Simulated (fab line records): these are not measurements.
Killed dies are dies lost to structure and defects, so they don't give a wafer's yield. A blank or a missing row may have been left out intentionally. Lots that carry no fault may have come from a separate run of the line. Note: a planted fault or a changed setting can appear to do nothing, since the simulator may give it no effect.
What tool caused it? | flow n5 finfet | 12 lots, 36 wafers sampled, at 1 step of a route of 1938

WHAT THE GAUGES READ, wafer by wafer
N5_BEOL_M10_OCD_MEAS_38.
lot  | measured     | on     | trench depth nm (nm)
L075 | day 10 08:15 | ocd-01 | 146 148 146
L077 | day 11 05:49 | ocd-02 | 149 145 149
L078 | day 11 15:29 | ocd-02 | 147 143 142
L081 | day 12 01:38 | ocd-02 | 147 147 150
L082 | day 12 11:03 | ocd-01 | 147 151 150
L085 | day 12 19:43 | ocd-02 | 146 148 149
L087 | day 13 12:37 | ocd-02 | 143 152 153
L088 | day 13 20:50 | ocd-02 | 151 143 152
L090 | day 14 06:35 | ocd-02 | 153 154 154
L093 | day 14 23:16 | ocd-01 | 147 152 149
L096 | day 16 09:58 | ocd-01 | 145 146 151
L097 | day 16 14:23 | ocd-02 | 152 154 153

EACH LOT AND THE TOOL THAT RAN IT (in order: tool; ch and the chambers of the sampled wafers; start)
There is no process step in the record ahead of these readings.

THE ANSWER, worked out from the rows above alone
Rule: what is usual is taken from the lots themselves. Put in order of their means at a reading, lots are off if they are a third of the lots or fewer, leave a main group of 4 or more, and stand apart from it by a gap of 3 or more times the standard deviation of the main group's means; of several such gaps the widest counts. The tables above print the reading to a certain number of digits; a main group whose means all agree to those digits is not used. A lot without any number at a reading at which 4 lots or more have one is off too. Any other lot the step has rows for is counted as sound.
None of the lots is off at any reading shown; this tells nothing.

WHAT THE SIMULATOR HAD INSERTED
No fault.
